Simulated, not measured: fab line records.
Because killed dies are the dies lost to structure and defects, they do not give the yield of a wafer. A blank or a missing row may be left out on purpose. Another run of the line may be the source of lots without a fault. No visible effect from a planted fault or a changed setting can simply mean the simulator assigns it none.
Split-lot study + flow n5-finfet + 39 wafers read from 7 lots, route of 1938 steps

## ON THE SPLIT
At N5_HKMG_FIN_ETCH_55 (etches SOC in N2/H2, target depth 240 nm, time 300 s), the setting time-s was moved away from the recipe's 300 s on 12 of the 39 wafers read, by +17.8% to +54.8%. The other wafers ran this setting at the recipe's value.

The split's own step is where the reading is taken.

## THE READING
SiARC_of_HKMG_FIN_COAT_42.thk-nm (the simulator's own value, which no gauge read), in nm, at N5_HKMG_FIN_ETCH_55 (etches SOC in N2/H2, target depth 240 nm, time 300 s). The file does not state a usual value for it. Here, 27 wafers ran the recipe; their average is 21.1 nm with a standard deviation of 0.4 nm.

| wafer  | tool, chamber at the split | time-s as run, s | against the recipe | SiARC_of_HKMG_FIN_COAT_42.thk-nm, nm | against lot-mates on the recipe |
|--------|----------------------------|------------------|--------------------|--------------------------------------|---------------------------------|
| L074.1 | rie-diel-04, 2             | 377.1            | +25.7%             | 17.2                                 | -3.7                            |
| L074.2 | rie-diel-04, 1             | 300              | recipe             | 20.8                                 | -                               |
| L074.3 | rie-diel-04, 3             | 300              | recipe             | 20.8                                 | -                               |
| L074.4 | rie-diel-04, 0             | 377.1            | +25.7%             | 17.6                                 | -3.3                            |
| L074.5 | rie-diel-04, 1             | 300              | recipe             | 21                                   | -                               |
| L074.6 | rie-diel-04, 2             | 377.1            | +25.7%             | 17.2                                 | -3.7                            |
| L087.1 | rie-diel-02, 2             | 300              | recipe             | 21                                   | -                               |
| L087.2 | rie-diel-02, 1             | 300              | recipe             | 21.2                                 | -                               |
| L087.3 | rie-diel-02, 3             | 300              | recipe             | 21.6                                 | -                               |
| L087.4 | rie-diel-02, 0             | 300              | recipe             | 20.4                                 | -                               |
| L087.5 | rie-diel-02, 3             | 300              | recipe             | 21.6                                 | -                               |
| L087.6 | rie-diel-02, 2             | 300              | recipe             | 21.2                                 | -                               |
| L089.1 | rie-diel-04, 2             | 450.3            | +50.1%             | 13.4                                 | -7.9                            |
| L089.2 | rie-diel-04, 0             | 450.3            | +50.1%             | 14.6                                 | -6.7                            |
| L089.3 | rie-diel-04, 1             | 300              | recipe             | 21.6                                 | -                               |
| L089.4 | rie-diel-04, 3             | 300              | recipe             | 20.8                                 | -                               |
| L089.5 | rie-diel-04, 3             | 450.3            | +50.1%             | 13.6                                 | -7.7                            |
| L089.6 | rie-diel-04, 0             | 300              | recipe             | 21.6                                 | -                               |
| L092.1 | rie-diel-04, 2             | 464.4            | +54.8%             | 12.6                                 | -8.2                            |
| L092.2 | rie-diel-04, 3             | 300              | recipe             | 20.8                                 | -                               |
| L092.3 | rie-diel-04, 2             | 464.4            | +54.8%             | 13                                   | -7.8                            |
| L092.4 | rie-diel-04, 3             | 300              | recipe             | 20.8                                 | -                               |
| L092.5 | rie-diel-04, 3             | 464.4            | +54.8%             | 12.8                                 | -8.0                            |
| L092.6 | rie-diel-04, 2             | 300              | recipe             | 20.8                                 | -                               |
| L093.1 | rie-diel-02, 2             | 300              | recipe             | 21.2                                 | -                               |
| L093.2 | rie-diel-02, 1             | 300              | recipe             | 21.2                                 | -                               |
| L093.3 | rie-diel-02, 3             | 300              | recipe             | 21.8                                 | -                               |
| L093.4 | rie-diel-02, 0             | 300              | recipe             | 20.6                                 | -                               |
| L093.5 | rie-diel-02, 0             | 300              | recipe             | 20.6                                 | -                               |
| L093.6 | rie-diel-02, 3             | 300              | recipe             | 21.8                                 | -                               |
| L094.3 | rie-diel-01, 2             | 300              | recipe             | 20.8                                 | -                               |
| L094.4 | rie-diel-01, 1             | 300              | recipe             | 20.8                                 | -                               |
| L094.6 | rie-diel-01, 3             | 300              | recipe             | 21.8                                 | -                               |
| L095.1 | rie-diel-04, 0             | 300              | recipe             | 21.2                                 | -                               |
| L095.2 | rie-diel-04, 2             | 353.3            | +17.8%             | 18.4                                 | -2.7                            |
| L095.3 | rie-diel-04, 1             | 300              | recipe             | 21.4                                 | -                               |
| L095.4 | rie-diel-04, 0             | 353.3            | +17.8%             | 18.8                                 | -2.3                            |
| L095.5 | rie-diel-04, 1             | 353.3            | +17.8%             | 19.2                                 | -1.9                            |
| L095.6 | rie-diel-04, 2             | 300              | recipe             | 20.8                                 | -                               |

THE FIT
A straight line over all 39 wafers: SiARC_of_HKMG_FIN_COAT_42.thk-nm changes by -0.148 nm for each +1% of time-s; r = -0.99; the points scatter about the line by 0.41 nm.
The same after taking each lot's own level away (the mean of its wafers on the recipe; 39 wafers): -0.146 nm for each +1%; r = -0.99; scatter 0.38 nm.
On that fit, the largest move of time-s shifts the reading by 8 nm.
Across the lots, their own levels run from 20.80 to 21.33 nm, a range of 1.3 times the standard deviation given above.
Hence the lot-to-lot level has little effect on the slope; both slopes agree.
Check: for one of the wafers moved furthest among these (+54.8%), held out of the fit, the line's prediction against its lot-mates is -7.95 nm. Against them it came out at -8.2 nm.

## THE WHOLE CHAIN: every reading that the file lists as answering this split, in the file's order
| step                | what it does                                         | reading                                                                           | change (the file's fit)               | r (the file's) |
|---------------------|------------------------------------------------------|-----------------------------------------------------------------------------------|---------------------------------------|----------------|
| N5_HKMG_FIN_ETCH_55 | etches SOC in N2/H2, target depth 240 nm, time 300 s | etch.depth-nm (the simulator's own value, which no gauge read)                    | +2.43 nm for each +1% of the setting  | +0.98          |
| N5_HKMG_FIN_ETCH_55 | etches SOC in N2/H2, target depth 240 nm, time 300 s | HKMG_FIN.feature-depth-nm (the simulator's own value, which no gauge read)        | +2.43 nm for each +1% of the setting  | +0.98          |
| N5_HKMG_FIN_ETCH_55 | etches SOC in N2/H2, target depth 240 nm, time 300 s | SiARC_of_HKMG_FIN_COAT_42.thk-nm (the simulator's own value, which no gauge read) | -0.146 nm for each +1% of the setting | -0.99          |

## FILE'S OWN FIT
SiARC_of_HKMG_FIN_COAT_42.thk-nm changes by -0.146 nm for each +1% of time-s, r = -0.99.
